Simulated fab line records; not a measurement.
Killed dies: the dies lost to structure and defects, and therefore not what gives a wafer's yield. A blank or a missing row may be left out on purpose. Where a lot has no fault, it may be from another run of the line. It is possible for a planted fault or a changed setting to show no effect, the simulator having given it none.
A single fault, viewed from 2 desks | flow nand_harc | each desk has only its own numbers; what lay behind them comes last

## FROM THE METROLOGY DESK
What the gauges read, lot by lot, whatever tool the lot ran on: means of the sampled wafers that have a number. A lot is out of limits, marked OUT, if its mean lies more than 4 standard deviations from the usual mean; the brackets give that distance.
Columns: A = cd_nm at NHARC_P_CONTACT_CD_MEAS_19, usual 90.7 nm
lot  | first seen here | A
L676 | day 8 01:40     | 94.1
L677 | day 8 02:56     | 90.7
L675 | day 8 07:59     | 89.5
L679 | day 8 08:35     | 91.5
L682 | day 8 14:04     | 92.7
L683 | day 8 19:52     | 89.3
L684 | day 8 22:00     | 92.8
L689 | day 9 09:19     | 92.2
L693 | day 9 19:59     | 91.2
L692 | day 9 20:26     | 89.3
L696 | day 10 13:12    | 88.3
L698 | day 11 01:56    | 88.4
L697 | day 11 02:35    | 89.7
This desk's finding: nothing out of limits on any of the 13 lots.

## THE TOOL OWNER'S DESK: arfi_scanner-01
The tool's own readings at NHARC_P_M0_EXPOSE_06 (exposes mask P M0, target cd 90 nm): means of the sampled wafers that have a number, for each lot that ran on this tool. A lot is out of limits, marked OUT, if its mean lies more than 4 standard deviations from the usual mean; the brackets give that distance.
Columns: A = exposure_dose_mJ_cm2 at NHARC_P_M0_EXPOSE_06, usual 81.27
lot  | first seen here | A
L676 | day 8 06:54     | 81.30
L682 | day 8 20:39     | 81.31
L683 | day 9 02:52     | 81.20
L689 | day 9 18:07     | 81.26
L692 | day 10 01:52    | 81.71 (+5.9) OUT
This desk finds L692 out of limits, L692 being first, at day 10 01:52 (exposure_dose_mJ_cm2 at NHARC_P_M0_EXPOSE_06). Within limits: L676, L682, L683, L689.

## ALL TOGETHER
An alarm could have come from the tool owner's desk at day 10 01:52, on L692.
Metrology desk: nothing out of limits seen.
The metrology desk holds a record of L692, inside its limits.
Of the lots named, all ran NHARC_P_M0_EXPOSE_06 on arfi_scanner-01.

## WHAT THE SIMULATOR PUT IN
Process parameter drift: arfi_scanner-01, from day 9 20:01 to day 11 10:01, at NHARC_P_M0_EXPOSE_06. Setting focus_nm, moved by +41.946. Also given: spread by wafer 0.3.
Shown lots that were struck: L692.
Hours from the fault's start to each desk's first reading out of limits: the tool owner's desk, 6.
